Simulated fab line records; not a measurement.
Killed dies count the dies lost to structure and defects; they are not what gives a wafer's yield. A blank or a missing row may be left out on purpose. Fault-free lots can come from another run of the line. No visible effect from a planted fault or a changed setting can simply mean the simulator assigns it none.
fab line records	flow nand_harc
[record] lots = 6	wafers = 18	last_day = 34
route steps=1302 shown P_GATE@199 END@1302
lots with no fault: from the same line, run without faults
start_h: hours from the record's first day to the start of the lot's first wafer shown	wait_h: hours elapsed since this lot's preceding step	" unchanged from the row above	L1.1+2: a single row standing in for several wafers	- no value, or no start given	* or withheld: withheld	< > ~ a bound
route shown NAME@n: a module of which the file shows steps, and the number in the route of the first	usual: mean/standard deviation taken from wafers without a fault	same: alike in all rows	chamber/n: place in a boat	sites: each site's reading	_std_site: standard deviation across them	_edge_site: mean of outer sites minus mean of inner sites	radius_mm: how far each site lies from the wafer's centre	mask NAME#n: copy n	behind: the most recent tool/chamber to have shaped the wafer	hold: cause of the lot's hold/its duration in hours/its outcome	device: whichever transistor did not switch (one of n, p or np)	end of line: at the end of the route, the tests of the same wafers	for a step that has no rows: nothing shown but its recipe	killed: not the wafer's yield, but the dies lost to structure and defects at the first sort	map: the dies of a wafer, with x for killed, . for not killed, _ for no die there
set.NAME: setting as actually run; set.NAME@STEP: the setting as run at that earlier step	model.NAME: the simulator's own value behind a step, which no gauge read
lots seen at some steps along the route; tables by step, rows by wafer
services: the hour from which a tool's chamber was out of use, counted from the record's first day as start_h (under 0 if before that day), plus the number of hours and why
[[steps]]
[step NHARC_P_GATE_DEVELOP_90]
[recipe] time_s = 70
[step NHARC_P_GATE_CD_MEAS_91]
[recipe] target_cd_nm = 2000	landing_energy_ev = 500
[usual] cd_nm = 1998.6/2.2
lot.wafer	tool	chamber	start_h	wait_h	cd_nm
L159.1	cd_sem-03	0	153.81	-	1999.2
L159.5	"	0	"	"	2001.3
L159.6	"	0	"	"	1998.6
L160.2	cd_sem-02	0	166.00	-	1998.5
L160.5	"	0	"	"	2002.4
L160.6	"	0	"	"	2002.5
L161.1	cd_sem-02	0	173.27	-	1999.9
L161.5	"	0	"	"	2001.5
L161.6	"	0	"	"	1996.4
L171.1	cd_sem-03	0	275.13	-	2000.3
L171.3	"	0	"	"	2002.1
L171.4	"	0	"	"	1998.2
L174.1	cd_sem-01	0	309.26	-	2000.1
L174.3	"	0	"	"	1997.2
L174.6	"	0	"	"	1998.1
L178.2	cd_sem-03	0	346.33	-	2000.6
L178.3	"	0	"	"	2001.9
L178.6	"	0	"	"	1996.0
[step NHARC_P_GATE_HARDBAKE_92]
[recipe] temp_c = 125	time_s = 80
[step NHARC_P_GATE_DESCUM_93]
[recipe] time_s = 3	o2_flow_sccm = 200	ar_flow_sccm = 0	bias_power_w = 0	chemistry = O2
[usual] drypump_motor_current_A = 5.6/0.55	oes_product_au = 1.002/0.014	rf_vpp_V = 57.8/0.91	showerhead_plenum_p_Torr = 1.90/0.059	throttle_valve_pct = 11.310/0.0078
lot.wafer	tool	chamber	start_h	wait_h	drypump_motor_current_A	oes_product_au	rf_hours_counter_h	rf_vpp_V	showerhead_plenum_p_Torr	throttle_valve_pct
L159.1	rie_diel-09	2	153.97	-	5.4	1.001	0	58.6	1.84	11.314
L159.5	"	2	"	"	5.4	0.991	-	58.0	1.84	11.303
L159.6	"	3	"	"	5.5	1.010	-	59.0	1.87	11.293
L160.2	rie_diel-09	2	166.17	-	5.4	1.013	0.4	56.2	1.84	11.318
L160.5	"	1	"	"	4.7	1.001	-	59.6	1.95	11.315
L160.6	"	2	"	"	5.4	1.014	-	57.2	1.84	11.315
L161.1	rie_diel-10	2	173.45	-	5.1	1.005	6.4	59.1	1.99	11.296
L161.6	"	0	"	"	5.3	1.017	-	56.3	1.79	11.299
L161.5	"	1	"	"	4.9	0.983	-	58.6	1.90	11.315
L171.3	rie_diel-09	2	275.29	-	5.4	1.007	5.6	57.7	1.84	11.313
L171.4	"	0	"	"	6.0	1.005	6.1	56.8	1.92	11.310
L171.1	"	1	"	"	4.7	0.996	5.2	58.7	1.95	11.312
L174.3	rie_diel-10	1	309.42	-	4.9	0.986	2.6	57.0	1.90	11.289
L174.1	"	2	"	"	5.1	1.015	2.7	57.6	1.98	11.305
L174.6	"	1	"	"	4.9	0.986	-	58.0	1.90	11.316
L178.3	rie_diel-09	3	346.49	-	5.5	1.011	0.6	58.4	1.87	11.313
L178.2	"	1	"	"	4.7	0.979	1.1	57.9	1.95	11.310
L178.6	"	0	"	"	6.0	1.014	-	55.0	1.91	11.321
[step NHARC_P_GATE_IMPLANT_94]
[recipe] energy_kev = 60	dose_cm2 = 2e+15	tilt_deg = 7
[step NHARC_P_GATE_STRIP_113]
[recipe] power_w = 1500	temp_c = 110	time_s = 740	chemistry = N2/H2
[usual] drypump_motor_current_A = 5.8/0.46	heater_power_w = 97/8.6
lot.wafer	tool	chamber	start_h	wait_h	drypump_motor_current_A	heater_power_w	rf_hours_counter_h
L159.1	plasma_asher-02	0	154.34	0.2	5.3	108	14
L159.5	"	0	"	"	5.3	106	-
L159.6	"	1	"	"	5.7	106	-
L160.2	plasma_asher-02	1	166.75	0.4	5.7	107	17
L160.5	"	0	"	"	5.4	109	-
L160.6	"	1	"	"	5.7	107	-
L161.1	plasma_asher-02	0	173.92	0.3	5.4	107	20
L161.6	"	1	"	"	5.7	110	-
L161.5	"	0	"	"	5.3	107	-
L171.1	plasma_asher-02	1	275.77	0.3	5.7	101	3
L171.3	"	0	"	"	5.4	100	-
L171.4	"	1	"	"	5.7	102	-
L174.1	plasma_asher-01	1	309.91	0.3	5.8	87	28
L174.3	"	1	"	"	5.8	88	-
L174.6	"	1	"	"	5.8	88	-
L178.2	plasma_asher-02	1	347.11	0.4	5.7	107	19
L178.3	"	1	"	"	5.7	103	-
L178.6	"	1	"	"	5.7	101	-
[step NHARC_P_GATE_STRIP_95]
[recipe] power_w = 1500	temp_c = 250	chemistry = O2
[step NHARC_P_GATE_STRIP_96]
[recipe] time_s = 900	temp_c = 130	chemistry = SPM
[step NHARC_P_GATE_RTA_64]
[recipe] temp_c = 1050	time_s = 1
[usual] lamp_power_pct = 35.3/1	lamp_zone_3_pct = 35.3/1	lamp_zone_7_pct = 35.7/1	wafer_temp_C_max = 1055.7/1.2
lot.wafer	tool	chamber	start_h	wait_h	lamp_power_pct	lamp_zone_3_pct	lamp_zone_7_pct	wafer_temp_C_max
L159.1	rtp_anneal-01	0	155.62	-	36.3	36.2	36.8	1057.0
L159.5	"	0	"	"	36.3	36.3	36.8	1057.3
L159.6	"	0	"	"	36.3	36.3	36.8	1056.6
L160.2	rtp_anneal-01	0	167.94	-	36.3	36.3	36.8	1055.1
L160.5	"	0	"	"	36.3	36.3	36.8	1056.2
L160.6	"	0	"	"	36.2	36.3	36.8	1056.0
L161.1	rtp_anneal-01	0	175.07	-	36.2	36.3	36.8	1057.2
L161.5	"	0	"	"	36.3	36.3	36.7	1055.3
L161.6	"	0	"	"	36.3	36.3	36.7	1055.2
L171.1	rtp_anneal-01	0	276.93	-	36.3	36.2	36.7	1055.1
L171.3	"	0	"	"	36.3	36.3	36.7	1056.5
L171.4	"	0	"	"	36.2	36.2	36.7	1057.9
L174.1	rtp_anneal-01	0	311.07	-	36.4	36.3	36.8	1056.5
L174.3	"	0	"	"	36.3	36.3	36.8	1057.8
L174.6	"	0	"	"	36.3	36.3	36.8	1055.5
L178.2	rtp_anneal-01	0	348.41	-	36.3	36.3	36.8	1055.9
L178.3	"	0	"	"	36.3	36.3	36.8	1055.3
L178.6	"	0	"	"	36.3	36.4	36.7	1055.0
[step NHARC_P_GATE_ETCH_77]
[recipe] target_depth_a = 60	chemistry = dHF	material = SiO2
[step NHARC_P_GATE_DEGAS_109]
[recipe] temp_c = 300	time_s = 60
[step NHARC_P_GATE_PRE_CLEAN_110]
[recipe] time_s = 30	bias_v = 200	gas = Ar
[step NHARC_P_GATE_SPUTTER_78]
[recipe] target_thk_a = 100	material = Ni
lot.wafer	tool	chamber	start_h	wait_h
L159.1+6+5	pvd_sputter-03	-	156.03	-
L160.2+5+6	pvd_sputter-02	-	168.34	-
L161.1+6+5	pvd_sputter-01	-	175.47	-
L171.3+1+4	pvd_sputter-02	-	277.33	-
L174.3+1+6	pvd_sputter-03	-	311.47	-
L178.3+2+6	pvd_sputter-01	-	348.78	-
[step NHARC_P_GATE_SPUTTER_79]
[recipe] target_thk_a = 100	material = TiN
[step NHARC_P_GATE_RTA_80]
[recipe] temp_c = 300	time_s = 30
[usual] lamp_power_pct = 2.10/0.06	lamp_zone_3_pct = 2.10/0.06	lamp_zone_7_pct = 2.20/0.063	wafer_temp_C_max = 301.6/0.35
lot.wafer	tool	chamber	start_h	wait_h	lamp_power_pct	lamp_zone_3_pct	lamp_zone_7_pct	wafer_temp_C_max
L159.1	rtp_anneal-01	0	156.22	-	2.16	2.16	2.27	301.9
L159.5	"	0	"	"	2.16	2.16	2.27	301.6
L159.6	"	0	"	"	2.16	2.16	2.27	302.2
L160.2	rtp_anneal-01	0	168.55	-	2.17	2.17	2.27	301.7
L160.5	"	0	"	"	2.17	2.17	2.28	302.3
L160.6	"	0	"	"	2.17	2.17	2.27	301.8
L161.1	rtp_anneal-02	0	175.67	-	2.04	2.04	2.14	301.7
L161.5	"	0	"	"	2.04	2.04	2.14	300.9
L161.6	"	0	"	"	2.04	2.04	2.14	301.6
L171.1	rtp_anneal-01	0	277.53	-	2.17	2.17	2.27	301.5
L171.3	"	0	"	"	2.16	2.17	2.27	301.7
L171.4	"	0	"	"	2.17	2.17	2.27	301.4
L174.1	rtp_anneal-02	0	311.67	-	2.05	2.05	2.15	302.4
L174.3	"	0	"	"	2.05	2.05	2.15	301.7
L174.6	"	0	"	"	2.05	2.05	2.15	301.2
L178.2	rtp_anneal-02	0	349.01	-	2.04	2.05	2.15	301.4
L178.3	"	0	"	"	2.04	2.04	2.15	301.5
L178.6	"	0	"	"	2.05	2.05	2.15	301.3
[step NHARC_P_GATE_STRIP_67]
[recipe] time_s = 600	temp_c = 130	chemistry = SPM
[step NHARC_P_GATE_RTA_82]
[recipe] temp_c = 450	time_s = 30
[usual] lamp_power_pct = 4.13/0.12	lamp_zone_3_pct = 4.13/0.12	lamp_zone_7_pct = 4.35/0.12	wafer_temp_C_max = 452.5/0.58
lot.wafer	tool	chamber	start_h	wait_h	lamp_power_pct	lamp_zone_3_pct	lamp_zone_7_pct	wafer_temp_C_max
L159.1	rtp_anneal-01	0	156.69	-	4.25	4.25	4.47	453.0
L159.5	"	0	"	"	4.25	4.25	4.48	452.9
L159.6	"	0	"	"	4.25	4.25	4.48	452.3
L160.2	rtp_anneal-02	0	169.00	-	4.02	4.01	4.23	452.3
L160.5	"	0	"	"	4.02	4.01	4.23	452.4
L160.6	"	0	"	"	4.01	4.01	4.23	451.9
L161.1	rtp_anneal-01	0	176.13	-	4.25	4.25	4.47	454.0
L161.5	"	0	"	"	4.26	4.26	4.47	453.8
L161.6	"	0	"	"	4.25	4.25	4.48	453.7
L171.1	rtp_anneal-02	0	278.02	-	4.02	4.02	4.23	452.0
L171.3	"	0	"	"	4.01	4.02	4.23	452.7
L171.4	"	0	"	"	4.01	4.02	4.22	451.6
L174.1	rtp_anneal-02	0	312.12	-	4.01	4.01	4.23	452.1
L174.3	"	0	"	"	4.02	4.02	4.23	452.8
L174.6	"	0	"	"	4.02	4.01	4.23	452.7
L178.2	rtp_anneal-01	0	349.47	-	4.25	4.25	4.47	452.7
L178.3	"	0	"	"	4.25	4.25	4.48	452.4
L178.6	"	0	"	"	4.25	4.25	4.47	452.8
[step NHARC_P_GATE_INSPECT_68]
[usual] raw_defect_count = 233/82
lot.wafer	tool	chamber	start_h	wait_h	raw_defect_count
L159.1	defect_inspect-01	-	156.88	0.2	199
L159.5	"	-	"	"	246
L159.6	"	-	"	"	226
L160.2	defect_inspect-02	-	169.17	0.1	359
L160.5	"	-	"	"	231
L160.6	"	-	"	"	238
L161.1	defect_inspect-01	-	176.33	0.2	215
L161.5	"	-	"	"	159
L161.6	"	-	"	"	322
L171.1	defect_inspect-02	-	278.22	0.2	328
L171.3	"	-	"	"	217
L171.4	"	-	"	"	296
L174.1	defect_inspect-02	-	312.32	0.2	102
L174.3	"	-	"	"	172
L174.6	"	-	"	"	275
L178.2	defect_inspect-01	-	349.64	0.1	265
L178.3	"	-	"	"	298
L178.6	"	-	"	"	238
[step NHARC_END_SORT_01]
[recipe] temp_c = 25
[usual] killed_at_array = 56/17	killed_at_other = 1.2/1.4	killed_at_periphery = 4/3.2	killed_dies = 61/16	killed_open = 3.6/2.1	killed_short = 2.7/1.8
[same] gross_dies = 677
lot.wafer	tool	chamber	start_h	wait_h	killed_at_array	killed_at_other	killed_at_periphery	killed_dies	killed_open	killed_short
L161.1	prober-01	0	603.26	2.5	59	3	586	648	1	2
L161.5	prober-01	0	606.48	3.7	57	1	583	641	2	0
L161.6	prober-01	0	607.28	4.0	74	3	571	648	2	1
L160.2	prober-02	0	610.22	2.8	26	1	619	646	6	4
L160.5	prober-02	0	612.62	3.7	26	1	614	641	6	3
L160.6	prober-02	0	613.42	4.0	27	2	616	645	6	4
L159.1	prober-01	0	611.07	2.5	76	1	3	80	3	0
L159.5	prober-01	0	614.19	3.6	77	0	2	79	5	1
L159.6	prober-01	0	614.97	3.9	75	0	5	80	6	9
L171.1	prober-02	0	721.63	2.5	59	1	4	64	5	2
L171.3	prober-02	0	723.21	3.1	64	1	3	68	1	4
L171.4	prober-02	0	724.01	3.4	70	2	3	75	3	0
L174.1	prober-02	0	764.97	2.5	36	0	2	38	2	2
L174.3	prober-02	0	766.56	3.1	21	0	1	22	1	2
L174.6	prober-02	0	768.93	4.0	31	0	4	35	3	5
L178.2	prober-02	0	822.66	2.8	53	1	4	58	6	3
L178.3	prober-02	0	823.46	3.1	50	0	8	58	6	1
L178.6	prober-02	0	825.86	4.0	51	1	9	61	4	4
// killed by level:class
L161.1 P_GATE:area_sputter=580 A_SLIT:chamber_film_flake=24 A_CHANNEL_HOLE_D2:chamber_film_flake=21 A_CONTACT:chamber_film_flake=4 A_CHANNEL_HOLE_D1:chamber_film_flake=3 A_CHANNEL_FILL_D1:chamber_film_flake=3 THIN_TSV:chamber_film_flake=3 P_GATE:geometric_particle:open=1
L161.5 P_GATE:area_sputter=579 A_SLIT:chamber_film_flake=30 A_CHANNEL_HOLE_D2:chamber_film_flake=18 A_CHANNEL_FILL_D1:chamber_film_flake=5 P_ZERO_WELL:chamber_film_flake=2 A_STAIRCASE:chamber_film_flake=2 P_M0:geometric_particle:open=1 A_CHANNEL_FILL_D1:geometric_particle:open=1
L161.6 P_GATE:area_sputter=571 A_CHANNEL_HOLE_D2:chamber_film_flake=40 A_SLIT:chamber_film_flake=23 A_CONTACT:chamber_film_flake=6 THIN_TSV:chamber_film_flake=3 A_ONON_D2:geometric_particle:open=1 A_CHANNEL_FILL_D2:geometric_particle:open=1 A_SLIT:geometric_particle:short=1
L160.2 P_GATE:area_sputter=611 A_CHANNEL_HOLE_D2:chamber_film_flake=8 P_BONDPAD:chamber_film_flake=5 A_STAIRCASE:chamber_film_flake=4 A_WL_FILL:geometric_particle:short=2 A_CHANNEL_HOLE_D1:chamber_film_flake=2 A_DECK1_JOINT:chamber_film_flake=2 P_GATE:geometric_particle:open=1
L159.1 A_CHANNEL_HOLE_D2:chamber_film_flake=30 A_SLIT:chamber_film_flake=28 A_CONTACT:chamber_film_flake=6 P_GATE:chamber_film_flake=3 A_ZERO_WELL:chamber_film_flake=3 A_CHANNEL_HOLE_D1:chamber_film_flake=3 A_ONON_D1:geometric_particle:open=1 A_CHANNEL_FILL_D2:geometric_particle:open=1
L160.5 P_GATE:area_sputter=607 A_CHANNEL_HOLE_D2:chamber_film_flake=12 P_STI:chamber_film_flake=3 A_CHANNEL_HOLE_D1:chamber_film_flake=3 P_M0:geometric_particle:open=2 A_ONON_D2:geometric_particle:open=2 P_BONDPAD:chamber_film_flake=2 A_ONON_D1:geometric_particle:short=1
L160.6 P_GATE:area_sputter=600 A_CHANNEL_HOLE_D2:chamber_film_flake=10 P_STI:chamber_film_flake=4 P_BONDPAD:chamber_film_flake=3 P_ZERO_WELL:chamber_film_flake=3 P_GATE:chamber_film_flake=3 A_CHANNEL_HOLE_D1:chamber_film_flake=3 P_GATE:geometric_particle:open=2
L159.5 A_CHANNEL_HOLE_D2:chamber_film_flake=35 A_SLIT:chamber_film_flake=29 A_CONTACT:chamber_film_flake=4 A_CHANNEL_HOLE_D1:chamber_film_flake=2 P_M0:geometric_particle:open=1 A_CHANNEL_HOLE_D1:geometric_particle:open=1 A_CHANNEL_FILL_D1:geometric_particle:open=1 A_CONTACT:geometric_particle:open=1
L159.6 A_SLIT:chamber_film_flake=27 A_CHANNEL_HOLE_D2:chamber_film_flake=22 A_WL_FILL:geometric_particle:short=4 A_CHANNEL_FILL_D1:geometric_particle:short=3 A_ONON_D2:geometric_particle:open=3 P_GATE:chamber_film_flake=3 A_CHANNEL_HOLE_D1:chamber_film_flake=3 A_CHANNEL_FILL_D1:chamber_film_flake=3
L171.1 A_SLIT:chamber_film_flake=28 A_CHANNEL_HOLE_D1:chamber_film_flake=23 A_STAIRCASE:chamber_film_flake=3 P_M0:geometric_particle:open=2 P_CONTACT:geometric_particle:short=1 A_SOURCE_PLATE:geometric_particle:open=1 A_CHANNEL_HOLE_D1:geometric_particle:open=1 A_CHANNEL_FILL_D2:geometric_particle:open=1
L171.3 A_SLIT:chamber_film_flake=35 A_CHANNEL_HOLE_D1:chamber_film_flake=20 A_STAIRCASE:chamber_film_flake=4 A_WL_FILL:geometric_particle:short=2 P_M0:chamber_film_flake=2 A_CHANNEL_HOLE_D1:geometric_particle:short=1 A_CHANNEL_FILL_D1:geometric_particle:short=1 A_CHANNEL_FILL_D1:geometric_particle:open=1
L171.4 A_SLIT:chamber_film_flake=33 A_CHANNEL_HOLE_D1:chamber_film_flake=28 THIN_TSV:chamber_film_flake=2 P_M0:chamber_film_flake=2 A_STAIRCASE:chamber_film_flake=2 A_WL_FILL:chamber_film_flake=2 A_CHANNEL_FILL_D2:chamber_film_flake=1 A_DECK1_JOINT:geometric_particle:open=1
L174.1 A_CHANNEL_HOLE_D1:chamber_film_flake=18 A_SLIT:chamber_film_flake=10 A_CONTACT:chamber_film_flake=2 P_M0:geometric_particle:open=1 A_ONON_D2:geometric_particle:short=1 A_CHANNEL_HOLE_D2:geometric_particle:short=1 A_BLC:geometric_particle:open=1 P_BONDPAD:chamber_film_flake=1
L174.3 A_CHANNEL_HOLE_D1:chamber_film_flake=10 A_CHANNEL_FILL_D2:chamber_film_flake=2 A_SLIT:chamber_film_flake=2 A_SGD_CUT:geometric_particle:short=1 A_WL_FILL:geometric_particle:open=1 A_WL_FILL:geometric_particle:short=1 P_BONDPAD:chamber_film_flake=1 A_CHANNEL_FILL_D1:chamber_film_flake=1
L174.6 A_CHANNEL_HOLE_D1:chamber_film_flake=13 A_SLIT:chamber_film_flake=6 A_CHANNEL_FILL_D2:geometric_particle:open=2 A_CONTACT:chamber_film_flake=2 P_CONTACT:geometric_particle:open=1 A_CHANNEL_FILL_D1:geometric_particle:short=1 A_DECK1_JOINT:geometric_particle:short=1 A_ONON_D2:geometric_particle:short=1
L178.2 A_SLIT:chamber_film_flake=33 A_CONTACT:chamber_film_flake=6 A_STAIRCASE:chamber_film_flake=4 A_M0:geometric_particle:open=3 A_CHANNEL_FILL_D2:geometric_particle:open=2 P_M0:geometric_particle:open=1 A_CHANNEL_FILL_D1:geometric_particle:short=1 A_DECK1_JOINT:geometric_particle:short=1
L178.3 A_SLIT:chamber_film_flake=36 P_CONTACT:chamber_film_flake=3 A_WL_FILL:geometric_particle:open=2 P_GATE:chamber_film_flake=2 A_STAIRCASE:chamber_film_flake=2 A_WL_FILL:chamber_film_flake=2 A_CONTACT:chamber_film_flake=2 P_CONTACT:geometric_particle:open=1
L178.6 A_SLIT:chamber_film_flake=31 P_CONTACT:chamber_film_flake=4 A_STAIRCASE:chamber_film_flake=3 A_WL_FILL:chamber_film_flake=3 A_M0:chamber_film_flake=3 P_GATE:chamber_film_flake=2 A_CONTACT:chamber_film_flake=2 P_M2:geometric_particle:short=1
// map L160.2 (x killed, . not)
____________x____________
_________xxxxxxx_________
_______xxxxxxxxxxx_______
______xxxxxxxxxxxxx______
_____xxxxxxxxxxxxxxx_____
____xxxxxxxxxxxxxxxxx____
____xxxxxxxxxxxxxxxxx____
___xxxxxxxxxxxxxxxxxxx___
___xxxxxxxxx.xxxxxxxxx___
__xxxxxxxxxxxxxxxxxxxxx__
__xxxxxx.xxxxxxxxxxxxxx__
_xxxxxxxxxxxxxxxxxxxxxxx_
_xxxxxxxxx.xxx.xxxxxxxxx_
_xxxxxx.x.xxxxxx.xxxxxxx_
_xxxxxxx.xxxxxxx.xxxxxxx_
_xxxxxxxxxx.xxxx.xxxxxxx_
xxxxxxx.x.xxxxxxxxxxxxxxx
xxxxxxxxxxxxxxxx..xxxxxxx
xxxx.xx.xxxxxx.xxxxxxxxxx
xxxxxxxxx.xxx.xxxxxxxxxxx
xxxxxxxxx.xxx.x.xxxxxxxxx
_xxxxxxxxxxxxxxxxxxxxxxx_
_xxxxxxxxxxxxxxxxxxxxxxx_
_xxxxxxxxx.x.xxxxxxxxxxx_
_xxxxxxxxxxxxxx.xxxxxxxx_
_xxxxxxxxxxx.xxxxxxxxxxx_
__xxxxxxxxxxxx.xxxxxxxx__
__xxx.xxxxx.xxx.xxxxxxx__
___xxxxxxxxxxxxxxxxxxx___
___xxxxxxxxxxxxxxxxxxx___
____xxxxxxxxxxxxxxxxx____
____xxxxxxxxxxxxxxxxx____
_____xxxxxxxxxxxxxxx_____
______xxxxxxxxxxxxx______
_______xxxxxxxxxxx_______
_________xxxxxxx_________
____________x____________
// map L161.1 (x killed, . not)
____________x____________
_________.xxxxxx_________
_______xx..xxxxxxx_______
______..xxxxxxxxxxx______
_____.xxxxxxxxxxxxxx_____
____x..xxxxxxxxxxxxxx____
____xxxx.xxxxxxxxxxxx____
___..x.xxxxxxxxxxxxxxx___
___..xx.xxxxxxxxxxxxxx___
__..x.xxxxxxxxxxxxxxxxx__
__xxxxxxxxxxxxxxxxxxxxx__
_...xxxxxxxxxxxxxxxxxxxx_
_.xxxxxxxxxxxxxxxxxxxxxx_
_xxxxxxxxxxxxxxxxxxxxxxx_
_.xxxxxxxxxxxxxxxxxxxxxx_
_xx..xxxxxxxxxxxxxxxxxxx_
.xxxxxxxxxxxxxxxxxxxxxxxx
xxxxxxxxxxxxxxxxxxxxxxxxx
.xxxxxxxxxxxxxxxxxxxxxxxx
xxxxxxxxxxxxxxxxxxxxxxxxx
xxxxxxxxxxxxxxxxxxxxxxxxx
_xxxxxxxxxxxxxxxxxxxxxxx_
_.xxxxxxxxxxxxxxxxxxxxxx_
_xxxxxxxxxxxxxxxxxxxxxxx_
_xxxxxxxxxxxxxxxxxxxxxxx_
_.xxxxxxxxxxxxxxxxxxxxxx_
__xxxxxxxxxxxxxxxxxxxxx__
__xxxxxxxxxxxxxxxxxxxxx__
___xxxxxxxxxxxxxxxxxxx___
___xxxxxxxxxxxxxxxxxxx___
____xxxxxxxxxxxxxxxxx____
____xxxxxxxxxxxxxxxxx____
_____xxxxxxxxxxxxxxx_____
______xxxxxxxxxxxxx______
_______xxxxxxxxxxx_______
_________xxxxxxx_________
____________x____________
[[services]]
tool	chamber	start_h	hours	kind
rie_diel-09	-	143.10	9.0	pm
rie_diel-09	0	143.10	9.0	vent_cycle
rie_diel-09	1	143.10	9.0	vent_cycle
rie_diel-09	2	143.10	9.0	vent_cycle
rie_diel-10	0	158.95	5.5	repair
plasma_asher-01	-	165.26	9.0	pm
rie_diel-09	2	166.78	6.6	repair
pvd_sputter-03	-	170.00	10.0	pm
pvd_sputter-01	-	196.05	4.3	repair
rie_diel-09	1	200.94	6.2	repair
pvd_sputter-01	-	226.00	10.0	pm
rie_diel-10	-	242.50	9.0	pm
plasma_asher-02	-	249.41	9.0	pm
plasma_asher-02	0	249.41	9.0	vent_cycle
plasma_asher-02	1	249.41	9.0	vent_cycle
pvd_sputter-01	-	250.83	0.5	repair
plasma_asher-02	0	258.41	-	clean
plasma_asher-02	1	258.41	-	clean
pvd_sputter-02	-	268.20	1.1	repair
rie_diel-10	0	273.24	3.8	repair
pvd_sputter-02	-	282.05	10.0	pm
rie_diel-09	-	320.11	9.0	pm
plasma_asher-01	-	342.26	9.0	pm
pvd_sputter-03	-	348.00	10.0	pm
[[key]]
[first_sign] step = NHARC_END_SORT_01	reading = killed_at_periphery	direction = up	sigmas = 99+	usual = 4	struck = 598
[effect] step = NHARC_END_SORT_01	reading = killed_dies	direction = up	sigmas = 35	usual = 61	struck = 645
[more_kills_born_at] NHARC_P_GATE_SPUTTER_78@pvd_sputter-02 = 1818	NHARC_P_GATE_SPUTTER_78@pvd_sputter-01 = 1730
met_at NHARC_P_GATE_SPUTTER_78
struck_wafers L160.2,L160.5,L160.6,L161.1,L161.5,L161.6
later_rows_left_out L160.2,L160.5,L160.6,L161.1,L161.5,L161.6
tester_left_out L160,L161
[fault] kind = skipped_step_whole	tool = pvd_sputter-01,pvd_sputter-02	chamber = -	onset_h = 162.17	steps = NHARC_P_GATE_SPUTTER_78	scope = struck_lots_only
// tester_left_out: of these lots the tester's yield and bins aren't shown, on N5 and GAA mostly nor the transistor test; their killed dies are dies lost to structure and defects alone, not to doping, threshold or leakage, so they don't give the yield
// later_rows_left_out: the simulator's readings of these wafers behind a module that went badly wrong aren't trusted and aren't shown, but for the sort
